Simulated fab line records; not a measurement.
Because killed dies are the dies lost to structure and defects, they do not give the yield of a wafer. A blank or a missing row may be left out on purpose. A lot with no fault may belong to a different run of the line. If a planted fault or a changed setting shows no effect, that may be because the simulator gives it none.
Matching of chambers | flow n5-finfet | N5_SDB_ALD_29 on ald-sin-01 has 4 sister chambers
The step deposits SiNx, target thk 30 nm, pulse time 1 s, ald cycles 600. 4 wafers are shown with their chamber, then 8 later ones without.

## WAFERS WITH THEIR CHAMBER
wafer  | chamber | heater-power-w (W)
L083.5 | 3       | 837
L088.3 | 1       | 805
L088.5 | 2       | 782
L090.1 | 0       | 785

## WAFERS WHOSE CHAMBER IS MISSING
wafer  | heater-power-w (W)
L090.2 | 769
L090.5 | 797
L091.2 | 811
L091.3 | 835
L091.4 | 787
L093.2 | 793
L093.4 | 770
L093.5 | 833

## WHICH CHAMBER EACH ONE RAN IN
wafer  | from the rows above          | in truth
L090.2 | can't be placed: 2 or 0      | 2
L090.5 | can't be placed: 1 or 0 or 2 | 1
L091.2 | 1                            | 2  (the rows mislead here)
L091.3 | 3                            | 3
L091.4 | can't be placed: 0 or 2      | 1
L093.2 | can't be placed: 0 or 2 or 1 | 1
L093.4 | can't be placed: 2 or 0      | 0
L093.5 | 3                            | 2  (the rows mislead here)
Correctly placed: 1 of 8. Unplaceable from these rows: 5, with the true chamber sitting among the candidates in 4. 2 placed wrongly.
How it was worked out, from the rows above alone: a wafer's distance from a chamber is the root of the sum, over the readings, of the square of ((its reading less the chamber's mean) divided by the reading's scatter). If the next closest chamber is less than 2 further off than the closest, the wafer can't be placed; otherwise it belongs to the closest. A chamber's mean is the mean of its shown wafers. The scatter: with one shown wafer a chamber, the root of the mean of the squares of how far each hidden wafer lies from its nearest shown one.
